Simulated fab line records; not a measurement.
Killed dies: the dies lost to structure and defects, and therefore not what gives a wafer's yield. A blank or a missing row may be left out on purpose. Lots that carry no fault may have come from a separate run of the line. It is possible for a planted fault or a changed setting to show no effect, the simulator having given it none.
Which tool did it? | flow n5-finfet | 10 lots with 30 wafers sampled at 3 steps, on a route of 1938 steps

== WHAT EACH GAUGE READ, for each wafer ==
N5_MIM_TOP_LITHO_INSPECT_12: inspects for defects (macro).
lot  | measured     | on                | raw-defect-count
L782 | day 13 09:04 | defect-inspect-01 | 8 0 1
L785 | day 14 16:09 | defect-inspect-02 | 0 2 2
L787 | day 15 07:16 | defect-inspect-02 | 2 3 3
L788 | day 15 17:07 | defect-inspect-01 | >300 >300 >300
L789 | day 16 05:55 | defect-inspect-02 | 3 3 2
L791 | day 16 11:13 | defect-inspect-01 | >300 >300 >300
L798 | day 18 00:28 | defect-inspect-02 | 3 2 0
L800 | day 18 22:14 | defect-inspect-02 | 1 1 4
L804 | day 19 17:49 | defect-inspect-01 | 3 5 4
L805 | day 19 17:56 | defect-inspect-02 | 5 2 3

== WHAT TOOL EACH LOT RAN ON (gives the tool, then ch and the chambers of the sampled wafers, and finally the start) ==
lot  | N5_BEOL_M15_SPUTTER_45       | N5_PASSIVATION_PECVD_00
L782 | pvd-sputter-01, day 13 04:29 | pecvd-03 ch 0,1,2, day 13 07:08
L785 | pvd-sputter-01, day 14 12:05 | pecvd-04 ch 0,2, day 14 14:11
L787 | pvd-sputter-01, day 15 00:18 | pecvd-04 ch 1,2, day 15 02:23
L788 | pvd-sputter-02, day 15 13:19 | pecvd-04 ch 0,2, day 15 15:25
L789 | pvd-sputter-03, day 16 01:01 | pecvd-01 ch 0,1,2, day 16 03:08
L791 | pvd-sputter-02, day 16 05:31 | pecvd-04 ch 0,1,2, day 16 07:37
L798 | pvd-sputter-02, day 17 18:10 | pecvd-01 ch 1,2, day 17 20:16
L800 | pvd-sputter-02, day 18 14:49 | pecvd-01 ch 0,1,2, day 18 16:58
L804 | pvd-sputter-02, day 19 11:31 | pecvd-03 ch 0,1,2, day 19 13:38
L805 | pvd-sputter-01, day 19 13:38 | pecvd-04 ch 0,1,2, day 19 15:44
- N5_BEOL_M15_SPUTTER_45: material Cu, target thk 100 nm, time 16.67 s.
- N5_PASSIVATION_PECVD_00: deposits SiO2 from SiH4/N2O, target thk 200 nm, time 11.2 s.

== THE ANSWER, worked out from the rows above alone ==
Rule: usual is defined by the lots themselves. Put in order of their means at a reading, lots are off if they are a third of the lots or fewer, leave a main group of 4 or more, and stand apart from it by a gap of 3 or more times the standard deviation of the main group's means; of several such gaps the widest counts. Not used: any main group whose means are identical at the precision the tables above print for the reading. A lot without any number at a reading at which 4 lots or more have one is off too. Where the step has rows for the other lots, those lots are counted as sound.
Off, at N5_MIM_TOP_LITHO_INSPECT_12 on raw-defect-count: L788, L791. Without a number there: L788, L791. Mean 2.6 and standard deviation 0.83 in the main group.
If a tool, at a process step before that reading, ran all the lots that are off and no sound lot after the first of them, it fits. The gauges at N5_MIM_TOP_LITHO_INSPECT_12 are tried like those tools. Of those tried, none fits.

== WHAT THE SIMULATOR HAD INSERTED ==
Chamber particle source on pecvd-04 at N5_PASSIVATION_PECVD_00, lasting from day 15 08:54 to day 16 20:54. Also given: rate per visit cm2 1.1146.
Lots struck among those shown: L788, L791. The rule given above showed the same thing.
